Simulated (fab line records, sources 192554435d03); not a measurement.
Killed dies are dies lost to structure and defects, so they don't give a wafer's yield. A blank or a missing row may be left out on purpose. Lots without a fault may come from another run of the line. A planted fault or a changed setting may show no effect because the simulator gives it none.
Chamber matching | flow n5_finfet | N5_HKMG_FIN_ETCH_67 on rie_diel-03: 4 sister chambers
The step etches SOC in N2/H2, stops on TiN, target depth 388.9 nm. 4 wafers are shown with their chamber, then 12 later ones without.

WAFERS WITH THEIR CHAMBER
wafer  | chamber | showerhead_plenum_p_Torr (Torr)
L085.5 | 2       | 2.40
L090.1 | 1       | 2.59
L090.2 | 3       | 2.57
L090.3 | 0       | 2.44

WAFERS WITHOUT THEIR CHAMBER
wafer  | showerhead_plenum_p_Torr (Torr)
L090.4 | 2.44
L090.5 | 2.59
L090.6 | 2.57
L091.1 | 2.44
L091.4 | 2.57
L091.5 | 2.59
L094.1 | 2.59
L094.2 | 2.57
L094.4 | 2.43
L097.2 | 2.56
L097.3 | 2.59
L097.6 | 2.59

WHICH CHAMBER EACH WENT THROUGH
wafer  | from the rows above | in truth
L090.4 | 0                   | 0
L090.5 | 1                   | 1
L090.6 | 3                   | 3
L091.1 | 0                   | 0
L091.4 | 3                   | 3
L091.5 | 1                   | 1
L094.1 | 1                   | 1
L094.2 | 3                   | 3
L094.4 | 0                   | 0
L097.2 | 3                   | 3
L097.3 | 1                   | 1
L097.6 | 1                   | 1
Placed correctly: 12 of 12. Can't be placed from these rows: 0. Placed wrongly: 0.
How it was worked out, from the rows above alone: a wafer's distance from a chamber is the root of the sum, over the readings, of the square of ((its reading less the chamber's mean) divided by the reading's scatter). The wafer belongs to the nearest chamber; if the next one is less than 2 further off, it can't be placed. A chamber's mean is the mean of its shown wafers. The scatter: with one shown wafer a chamber, the root of the mean of the squares of how far each hidden wafer lies from its nearest shown one.
